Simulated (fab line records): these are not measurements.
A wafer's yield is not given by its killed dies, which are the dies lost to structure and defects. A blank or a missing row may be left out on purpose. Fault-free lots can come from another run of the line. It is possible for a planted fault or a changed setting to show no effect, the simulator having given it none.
Struck lot and sound lot, side by side ; flow nand-harc ; 20 steps out of a route of 1302
Sound: these wafers, L529.1, L529.3, L529.4. Wafers struck: L546.1, L546.2, L546.5. Last of all comes the cause.
Order at every step that has rows: each side's tool, ch and its chambers, its first start. Under that, the readings that differ: sound wafers ; struck wafers ; difference of the means ; sigmas: that difference in standard deviations of wafers without a fault.
alike: readings with means less than 2 such deviations apart, plus words and numbers identical on both sides. not compared: withheld readings, readings lacking a value on some wafer, bounds such as >300 that could conceal the same value, and numbers that have no deviation in the record and whose values overlap.
Wherever a step has rows on one side only, a row that says differs or no value, or a row with sigmas, the two part there. Numbers that don't overlap but have no deviation are shown without sigmas and don't part them. Lack of a reading on every wafer of one side parts them only where that side has two or more wafers.

NHARC_P_CONTACT_DEP_00: deposits SiO2, target thk 500 nm.
  sound: pecvd-02 ch 1,2; struck: pecvd-04 ch 0,1,2
  alike: heater-power-w, showerhead-vpp-V, throttle-valve-pct
  not compared: since-wet-clean-h
NHARC_P_CONTACT_CMP_01: polishes SiO2, target thk 200 nm.
  sound on cmp-03 ch 0,1,2, day 6 05:38; struck on cmp-04 ch 0,1,3, day 13 12:37
  alike: motor-current-A
then, 9 steps without rows for these wafers: NHARC_P_CONTACT_SRD_03; NHARC_P_CONTACT_DEHYDRATE_04 (time 120 s); NHARC_P_CONTACT_HMDS_05 (time 30 s); NHARC_P_CONTACT_COAT_33 (time 75 s); NHARC_P_CONTACT_COAT_34 (time 65 s); NHARC_P_CONTACT_COAT_06 (resist thk 90 nm); NHARC_P_CONTACT_SOFTBAKE_07 (time 55 s); NHARC_P_CONTACT_EBR_08; NHARC_P_CONTACT_EXPOSE_09 (exposes mask P CA, target cd 90 nm).
NHARC_P_CONTACT_PEB_10: peb time 65 s.
  sound on litho-track-06 ch 0, day 6 06:21; struck on litho-track-06 ch 0, day 13 13:20
reading;sound;struck;difference;sigmas
heater-power-total-W (W);157.0 157.1 156.4;161.6 161.7 162.6;+5.1;+12
then, 1 step without rows for these wafers: NHARC_P_CONTACT_DEVELOP_11 (develop time 35 s).
NHARC_P_CONTACT_CD_MEAS_12 targets a cd of 90 nm.
  sound on cd-sem-01 ch 0, day 6 06:26; struck on cd-sem-01 ch 0, day 13 13:25
  alike: cd-nm
NHARC_P_CONTACT_OVL_MEAS_13:
  sound on overlay-01, day 6 06:32; struck on overlay-02, day 13 13:31
reading;sound;struck;difference;sigmas
overlay-x-nm (nm);0.2 0.4 -0.1;-1.4 -1.4 -1.5;-1.6;-2
overlay-y-nm (nm);-0.4 0.0 -0.2;2.0 2.0 2.0;+2.2;+3
NHARC_P_CONTACT_INSPECT_14:
  sound on defect-inspect-01, day 6 06:34; struck on defect-inspect-01, day 13 13:32
  alike: raw-defect-count
NHARC_P_CONTACT_DESCUM_17: chemistry O2, time 3 s.
  sound on rie-diel-11 ch 0,2,3, day 6 06:38; struck on rie-diel-01 ch 1,2,3, day 13 13:37
reading;sound;struck;difference;sigmas
model.P_CONTACT.cd-nm (nm);87.87 88.82 88.35;87.56 86.29 85.88;-1.77;
  alike: drypump-motor-current-A, mfc-ar-sccm, oes-product-au, rf-vpp-V, showerhead-plenum-p-Torr, throttle-valve-pct
  not compared: rf-hours-counter-h
NHARC_P_CONTACT_ETCH_35: etches the open film in CF4, target depth 39 nm, time 65 s.
  sound on rie-diel-11 ch 1,2,3, day 6 06:43; struck on rie-diel-01 ch 0,3, day 13 13:41
reading;sound;struck;difference;sigmas
model.P_CONTACT.cd-nm (nm);88.2 88.49 87.68;87.61 85.83 85.41;-1.84;
  alike: bias-w, cf4-flow-sccm, drypump-motor-current-A, mfc-ar-sccm, oes-product-au, rf-vpp-V, showerhead-plenum-p-Torr, throttle-valve-pct
  not compared: rf-hours-counter-h
NHARC_P_CONTACT_ETCH_36: etches the open film in N2/H2, target depth 260 nm, time 406.25 s.
  sound: rie-diel-11 ch 0,1,2; struck: rie-diel-01 ch 1,3
  alike: bias-w, drypump-motor-current-A, mfc-ar-sccm, oes-product-au, rf-vpp-V, showerhead-plenum-p-Torr, throttle-valve-pct
  not compared: rf-hours-counter-h
-- break in the record here, with 18 days between the starts of the struck wafers on either side (left off in module P_CONTACT, picked up again in module END, where the first step shown is number 1302 on the route) --
NHARC_END_SORT_01:
  sound on prober-01 ch 0, day 24 09:24; struck on prober-01 ch 0, day 31 23:29
  alike: killed-at-array, killed-at-other, killed-at-periphery, killed-dies, killed-open, killed-short

## WHERE THEY PART
At NHARC_P_CONTACT_PEB_10 first; at NHARC_P_CONTACT_OVL_MEAS_13 last (within this record only). Later steps at which nothing parts them and some readings are alike: NHARC_P_CONTACT_INSPECT_14, NHARC_P_CONTACT_DESCUM_17, NHARC_P_CONTACT_ETCH_35, NHARC_P_CONTACT_ETCH_36, NHARC_END_SORT_01.

WHY: the cause the simulator had injected
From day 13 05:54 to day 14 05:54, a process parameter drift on litho-track-06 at NHARC_P_CONTACT_PEB_10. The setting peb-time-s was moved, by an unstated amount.
